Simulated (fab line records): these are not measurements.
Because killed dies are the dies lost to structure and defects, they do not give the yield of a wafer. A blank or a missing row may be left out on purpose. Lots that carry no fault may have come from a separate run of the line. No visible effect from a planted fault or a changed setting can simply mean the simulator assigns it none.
Matching of chambers -- flow n5_finfet -- 4 sister chambers for N5_BEOL_M1_ALD_98 on ald_sin-03
The step deposits SiO2, target thk 2.5 nm, pulse time 1 s, co reactant pulse time 1 s. 30 wafers are shown with their chamber, then 12 later ones without.

== WAFERS WITH THEIR CHAMBER ==
wafer,chamber,heater_power_w (W),precursor_pulse_height_rel
L076.3,3,85,1.035
L076.4,1,76,1.002
L076.6,1,75,1.010
L074.1,0,73,0.960
L074.4,3,87,1.030
L074.6,0,72,1.009
L080.1,1,74,1.013
L080.2,0,71,0.995
L080.4,2,71,0.982
L081.3,0,73,1.014
L081.5,0,71,1.037
L081.6,1,73,1.019
L082.1,2,72,0.955
L082.3,3,86,0.999
L082.4,0,72,1.032
L083.1,2,72,0.968
L083.4,1,73,0.999
L083.6,0,73,1.007
L084.1,1,76,0.992
L084.3,0,73,1.017
L084.4,3,87,1.036
L085.2,2,71,0.990
L085.4,1,75,1.018
L085.5,3,86,1.011
L087.2,3,86,1.022
L087.4,1,77,0.980
L087.6,2,73,0.997
L088.1,1,74,0.969
L088.3,2,73,0.991
L088.4,3,84,0.981

SIGNATURES (means of the wafers above)
reading,chamber 0,chamber 1,chamber 2,chamber 3,scatter within a chamber
heater_power_w,72.25,74.78,72.00,85.86,1.11
precursor_pulse_height_rel,1.00887,1.00022,0.98050,1.01629,0.0198
Rule: distance of a wafer from a chamber = root of the sum over the readings of ((wafer's reading minus chamber's mean) / reading's scatter) squared. If the next closest chamber is less than 2 further off than the closest, the wafer can't be placed; otherwise it belongs to the closest. The scatter: take each reading less its chamber's mean, square it, sum over the shown wafers, divide by the number of wafers less the number of chambers, and take the root.

== WAFERS WITH NO CHAMBER GIVEN ==
wafer,heater_power_w (W),precursor_pulse_height_rel
L089.1,76,1.040
L089.3,72,1.017
L089.6,87,1.008
L093.1,72,1.003
L093.2,74,1.009
L093.6,88,1.017
L094.2,74,0.984
L094.5,72,0.983
L094.6,75,0.993
L097.1,73,1.024
L097.3,77,1.002
L097.5,77,0.978

== EACH ONE'S CHAMBER ==
wafer,from the rows above,in truth
L089.1,can't be placed: 1 or 0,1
L089.3,can't be placed: 0 or 2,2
L089.6,3,3
L093.1,can't be placed: 0 or 2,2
L093.2,can't be placed: 1 or 0 or 2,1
L093.6,3,3
L094.2,can't be placed: 1 or 2 or 0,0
L094.5,can't be placed: 2 or 0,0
L094.6,1,1
L097.1,can't be placed: 0 or 1 or 2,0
L097.3,1,1
L097.5,1,1
5 of 12 placed correctly. Not placeable from these rows: 7 (in 7, the candidates include the true chamber). Number placed wrongly: 0.
